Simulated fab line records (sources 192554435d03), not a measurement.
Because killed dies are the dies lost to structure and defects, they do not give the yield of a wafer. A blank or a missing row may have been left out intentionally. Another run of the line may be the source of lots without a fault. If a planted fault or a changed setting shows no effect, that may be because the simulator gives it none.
Matching of chambers	flow n5_finfet	N5_BEOL_M3_DESCUM_33 on rie_diel-04: 4 sister chambers
The step chemistry O2, time 7 s. 8 wafers are shown with their chamber, then 12 later ones without.

EACH WAFER AND ITS CHAMBER
wafer	chamber	throttle_valve_pct (%)	drypump_motor_current_A (A)
L082.1	2	20.19	5.8
L082.3	1	20.18	6.1
L083.1	1	20.17	6.1
L083.3	2	20.18	5.7
L083.6	0	20.71	4.7
L088.1	3	21.00	5.9
L088.3	0	20.72	4.7
L088.5	3	21.00	5.9

WAFERS WHOSE CHAMBER IS MISSING
wafer	throttle_valve_pct (%)	drypump_motor_current_A (A)
L090.1	20.73	4.7
L090.2	20.23	5.7
L090.3	20.21	6.1
L090.4	21.00	6.0
L090.5	20.73	4.7
L090.6	20.18	6.1
L093.1	21.03	5.9
L093.2	20.74	4.7
L093.3	20.20	6.0
L093.4	20.24	5.8
L093.5	21.00	5.9
L093.6	20.23	5.7

THE CHAMBER EACH PASSED THROUGH
wafer	from the rows above	in truth
L090.1	0	0
L090.2	2	2
L090.3	1	1
L090.4	3	3
L090.5	0	0
L090.6	1	1
L093.1	3	3
L093.2	0	0
L093.3	1	1
L093.4	2	2
L093.5	3	3
L093.6	2	2
Placed correctly: 12 of 12. From these rows, 0 cannot be placed. Number placed wrongly: 0.
How it was worked out, from the rows above alone: a wafer's distance from a chamber is the root of the sum, over the readings, of the square of ((its reading less the chamber's mean) divided by the reading's scatter). If the next closest chamber is less than 2 further off than the closest, the wafer can't be placed; otherwise it belongs to the closest. Each chamber's mean is taken over the wafers shown for it. The scatter is the square root of a quotient: the sum, over the shown wafers, of each reading's squared deviation from its chamber's mean, divided by wafers minus chambers.
